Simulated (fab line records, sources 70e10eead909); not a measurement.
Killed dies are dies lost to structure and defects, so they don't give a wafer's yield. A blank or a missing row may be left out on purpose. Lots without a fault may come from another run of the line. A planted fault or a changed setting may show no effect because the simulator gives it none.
One fault seen from 2 desks | flow nand_harc | each desk has only its own numbers; what lay behind them comes last

THE TOOL OWNER'S DESK: litho_track-07
The tool's own readings at NHARC_P_BONDPAD_SOFTBAKE_04 (time 70 s): means of the sampled wafers that have a number, for each lot that ran on this tool. A lot is out of limits, marked OUT, if its mean lies more than 4 standard deviations from the usual mean; the brackets give that distance.
Columns: A = heater_power_total_W at NHARC_P_BONDPAD_SOFTBAKE_04, usual 201.0 W
lot  | first seen here | A
L385 | day 7 09:00     | 201.1
L390 | day 9 14:00     | 212.9 (+9.1) OUT
L400 | day 13 21:00    | 200.5
L404 | day 15 11:00    | 200.8
This desk's finding: out of limits on L390; first on L390, day 9 14:00 (heater_power_total_W at NHARC_P_BONDPAD_SOFTBAKE_04). In limits: L385, L400, L404.

THE METROLOGY DESK
What the gauges read, lot by lot, whatever tool the lot ran on: means of the sampled wafers that have a number. A lot is out of limits, marked OUT, if its mean lies more than 4 standard deviations from the usual mean; the brackets give that distance.
Columns: A = cd_nm at NHARC_P_M2_CD_MEAS_16, usual 170.2 nm; B = thk_nm at NHARC_P_M2_THK_MEAS_24, usual 144.2 nm
lot  | first seen here | A     | B
L385 | day 7 06:02     | 170.3 | 144.3
L390 | day 9 10:36     | 170.2 | 143.0
L395 | day 11 17:19    | 170.5 | 142.7
L396 | day 11 22:27    | 170.5 | 144.3
L397 | day 12 14:16    | 169.7 | 142.5
L398 | day 12 14:53    | 170.6 | 145.5
L399 | day 13 04:54    | 170.7 | 145.9
L401 | day 13 17:38    | 169.9 | 143.3
L400 | day 13 18:17    | 170.0 | 144.3
L402 | day 14 10:05    | 169.9 | 144.3
L404 | day 15 07:40    | 171.6 | 143.9
L405 | day 15 22:34    | 170.7 | 144.1
L406 | day 16 06:46    | 169.9 | 145.9
This desk's finding: nothing out of limits on any of the 13 lots.

PUT TOGETHER
The tool owner's desk could have raised an alarm at day 9 14:00, on L390.
The metrology desk saw nothing out of limits.
The metrology desk has L390 on record, within its limits.
Of the lots named, all ran NHARC_P_BONDPAD_SOFTBAKE_04 on litho_track-07.

WHAT THE SIMULATOR HAD PUT IN
Process parameter drift: litho_track-07, from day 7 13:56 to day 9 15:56, at NHARC_P_BONDPAD_SOFTBAKE_04. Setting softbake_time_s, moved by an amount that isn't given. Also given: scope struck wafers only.
Lots struck among those shown: L390.
Hours from the fault's start to each desk's first reading out of limits: the tool owner's desk, 48.
